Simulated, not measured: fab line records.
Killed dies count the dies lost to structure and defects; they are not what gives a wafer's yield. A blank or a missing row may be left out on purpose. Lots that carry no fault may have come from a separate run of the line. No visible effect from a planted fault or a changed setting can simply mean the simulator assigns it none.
Chamber matching -- flow nand_harc -- NHARC_A_STAIRCASE_TRIM_20 on rie_diel-02: 4 sister chambers
The step chemistry O2, time 211.2 s. 8 wafers are shown with their chamber, then 10 later ones without.

WAFERS, EACH WITH ITS CHAMBER
wafer,chamber,showerhead_plenum_p_Torr (Torr),drypump_motor_current_A (A)
L078.5,3,3.60,5.2
L081.1,1,3.75,5.8
L085.3,0,3.30,5.6
L086.1,0,3.30,5.7
L086.3,3,3.59,5.2
L086.5,2,3.41,6.0
L087.1,2,3.41,6.0
L087.2,1,3.73,5.8

WAFERS WHOSE CHAMBER IS MISSING
wafer,showerhead_plenum_p_Torr (Torr),drypump_motor_current_A (A)
L087.5,3.73,5.8
L089.1,3.41,6.0
L089.3,3.73,5.8
L089.4,3.58,5.2
L092.3,3.29,5.6
L092.4,3.40,6.0
L092.6,3.72,5.8
L097.2,3.29,5.6
L097.3,3.39,6.0
L097.6,3.29,5.6

CHAMBER TAKEN BY EACH
wafer,from the rows above,in truth
L087.5,1,1
L089.1,2,2
L089.3,1,1
L089.4,3,3
L092.3,0,0
L092.4,2,2
L092.6,1,1
L097.2,0,0
L097.3,2,2
L097.6,0,0
Correct placement for 10 of the 10. Number that these rows cannot place: 0. Placed wrongly: 0.
How it was worked out, from the rows above alone: a wafer's distance from a chamber is the root of the sum, over the readings, of the square of ((its reading less the chamber's mean) divided by the reading's scatter). The wafer belongs to the nearest chamber; if the next one is less than 2 further off, it can't be placed. Each chamber's mean is taken over the wafers shown for it. The scatter is the square root of a quotient: the sum, over the shown wafers, of each reading's squared deviation from its chamber's mean, divided by wafers minus chambers.
